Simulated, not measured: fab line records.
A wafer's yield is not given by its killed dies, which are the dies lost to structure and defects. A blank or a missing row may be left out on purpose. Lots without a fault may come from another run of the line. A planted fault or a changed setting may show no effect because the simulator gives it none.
Which tool was responsible? ; flow nand-harc ; Sampling: 14 lots, 41 wafers, 5 of 1302 route steps

## WHAT THE GAUGES READ, wafer by wafer
NHARC_A_ONON_D2_THK_MEAS_05: measures by ellipsometry. Usual: thk-nm at 1001 nm, with a standard deviation of 8.1.
lot;measured;on;thk-nm (nm);flag
L190;day 12 18:05;film-metro-02;1011 1013 1013;
L191;day 13 06:05;film-metro-02;996 995 995;
L192;day 13 19:08;film-metro-02;995 995 993;
L195;day 14 08:07;film-metro-01;989 991 990;
L194;day 14 08:14;film-metro-02;1011 1010 1009;
L196;day 14 22:41;film-metro-01;1011 1009 1011;
L197;day 15 17:29;film-metro-01;990 991 991;
L199;day 16 09:02;film-metro-01;995 995 995;
L200;day 16 16:00;film-metro-01;989 989 988;
L206;day 19 07:21;film-metro-02;1001 1002 1003;
L208;day 20 02:02;film-metro-01;997 998;
L211;day 21 04:29;film-metro-02;985 987 986;
L210;day 21 04:28;film-metro-01;1006 1006 1005;
L213;day 22 01:47;film-metro-02;1005 1007 1007;

NHARC_A_ONON_D2_THK_MEAS_11: measures by ellipsometry. Usual: thk-nm at 999 nm, with a standard deviation of 11.
lot;measured;on;thk-nm (nm);flag
L190;day 12 19:13;film-metro-01;988 991 990;
L191;day 13 07:14;film-metro-02;994 995 995;
L192;day 13 20:16;film-metro-01;1009 1011 1007;
L195;day 14 09:16;film-metro-02;975 976 977;
L194;day 14 09:22;film-metro-01;1003 1001 1002;
L196;day 14 23:48;film-metro-01;997 993 994;
L197;day 15 18:38;film-metro-01;1018 1018 1017;
L199;day 16 10:10;film-metro-02;996 995 995;
L200;day 16 17:08;film-metro-01;1010 1007 1009;
L206;day 19 08:29;film-metro-02;1021 1022 1524;OFF
L208;day 20 03:10;film-metro-02;1486 1485;OFF
L211;day 21 05:38;film-metro-01;1001 999 1000;
L210;day 21 05:36;film-metro-02;1003 1003 1001;
L213;day 22 02:55;film-metro-02;989 991 992;

NHARC_A_ONON_D2_THK_MEAS_18: measures by ellipsometry. Usual: thk-nm at 1001 nm, with a standard deviation of 9.
lot;measured;on;thk-nm (nm);flag
L190;day 13 04:50;film-metro-02;991 989 990;
L191;day 13 19:16;film-metro-02;992 995 991;
L192;day 14 04:10;film-metro-01;998 998 998;
L195;day 14 20:09;film-metro-02;1015 1013 1014;
L194;day 14 20:10;film-metro-01;1007 1005 1007;
L196;day 15 08:05;film-metro-01;1010 1011 1009;
L197;day 16 02:32;film-metro-02;998 999 997;
L199;day 16 18:08;film-metro-01;996 994 992;
L200;day 17 01:05;film-metro-01;1000 1002 1001;
L206;day 19 16:23;film-metro-02;992 993 995;
L208;day 20 11:07;film-metro-01;1019 1020;
L211;day 21 14:14;film-metro-01;1009 1009 1008;
L210;day 21 14:14;film-metro-02;1001 1003 1002;
L213;day 22 14:02;film-metro-01;1003 1001 1002;

## EACH LOT AND THE TOOL THAT RAN IT (in order: tool; ch and the chambers of the sampled wafers; start)
lot;NHARC_A_CHANNEL_FILL_D1_CMP_10;NHARC_A_ONON_D2_DEP_09
L190;cmp-03 ch 1,2,3, day 11 07:55;pecvd-onon-01 ch 0, day 12 18:43
L191;cmp-03 ch 1,2,3, day 11 18:26;pecvd-onon-02 ch 0, day 13 06:44
L192;cmp-02 ch 0,1,3, day 12 02:21;pecvd-onon-02 ch 0, day 13 19:52
L195;cmp-03 ch 0,3, day 12 15:37;pecvd-onon-02 ch 0, day 14 08:45
L194;cmp-02 ch 0,2, day 12 15:38;pecvd-onon-03 ch 0, day 14 08:52
L196;cmp-02 ch 0,2,3, day 13 04:13;pecvd-onon-03 ch 0, day 14 23:21
L197;cmp-01 ch 0,3, day 14 05:02;pecvd-onon-02 ch 0, day 15 18:14
L199;cmp-03 ch 1,2,3, day 14 16:10;pecvd-onon-01 ch 0, day 16 09:40
L200;cmp-02 ch 1,2, day 15 03:41;pecvd-onon-01 ch 0, day 16 16:40
L206;cmp-02 ch 2,3, day 17 15:54;pecvd-onon-03 ch 0, day 19 08:05
L208;cmp-02 ch 1,2, day 18 13:55;pecvd-onon-03 ch 0, day 20 02:50
L211;cmp-01 ch 0,1,2, day 19 16:32;pecvd-onon-02 ch 0, day 21 05:07
L210;cmp-03 ch 0,1,2, day 19 16:36;pecvd-onon-01 ch 0, day 21 05:16
L213;cmp-03 ch 0,1,2, day 20 10:58;pecvd-onon-02 ch 0, day 22 02:35
- NHARC_A_CHANNEL_FILL_D1_CMP_10: polishes, target thk 150 nm.
- NHARC_A_ONON_D2_DEP_09: target thk 1000 nm.

## AS READ BY THE TOOLS THEMSELVES (means over the sampled wafers that have a number; for cases with no such wafer, the mark the record gives instead)
NHARC_A_CHANNEL_FILL_D1_CMP_10. Usual: motor-current-A 12.3 A, standard deviation 2.1; retaining-ring-pressure-frac 1.001, standard deviation 0.0047; slurry-flow-ml-min 150.1, standard deviation 0.42; time-to-endpoint-s 14.7 s, standard deviation 2.2.
lot;tool;motor-current-A (A);retaining-ring-pressure-frac;slurry-flow-ml-min;time-to-endpoint-s (s);flag
L190;cmp-03;13.6;1.001;150.1;15.1;
L191;cmp-03;13.6;0.998;150.4;10.7;
L192;cmp-02;11.8;1.001;149.8;12.0;
L195;cmp-03;13.5;1.000;149.9;14.6;
L194;cmp-02;11.5;1.003;149.9;15.2;
L196;cmp-02;11.4;1.003;150.2;16.8;
L197;cmp-01;11.4;1.000;150.2;13.6;
L199;cmp-03;13.5;1.003;150.3;14.3;
L200;cmp-02;11.9;1.006;150.5;15.7;
L206;cmp-02;11.3;0.996;150.3;15.9;
L208;cmp-02;11.7;1.004;150.2;15.8;
L211;cmp-01;11.6;1.002;149.8;16.3;
L210;cmp-03;11.4;1.004;150.2;18.3;
L213;cmp-03;11.4;1.001;150.1;13.1;

## THE ANSWER, worked out from the rows above alone
Rule: lot off if the mean of its wafers having a number is beyond 3 standard deviations from the usual mean. A lot without any number at a reading at which 4 lots or more have one is off too. All remaining lots with rows at the step are treated as sound. The gauges are gone through in route order, then the tools' own readings, and for those a lot's mean is taken as printed above. The first step at which some lot is off is used, and at that step the reading that is off furthest; a lot without a number counts as furthest.
Off at NHARC_A_ONON_D2_THK_MEAS_11 (thk-nm): L206, L208.
A tool fits if, at a process step before that reading, it ran every lot that is off, and no sound lot after the first of them. Those tools and the gauges at NHARC_A_ONON_D2_THK_MEAS_11 are tried in the same way. This does not decide it: 2 tools fit, namely cmp-02 at NHARC_A_CHANNEL_FILL_D1_CMP_10 and pecvd-onon-03 at NHARC_A_ONON_D2_DEP_09.

## WHAT THE SIMULATOR PUT IN
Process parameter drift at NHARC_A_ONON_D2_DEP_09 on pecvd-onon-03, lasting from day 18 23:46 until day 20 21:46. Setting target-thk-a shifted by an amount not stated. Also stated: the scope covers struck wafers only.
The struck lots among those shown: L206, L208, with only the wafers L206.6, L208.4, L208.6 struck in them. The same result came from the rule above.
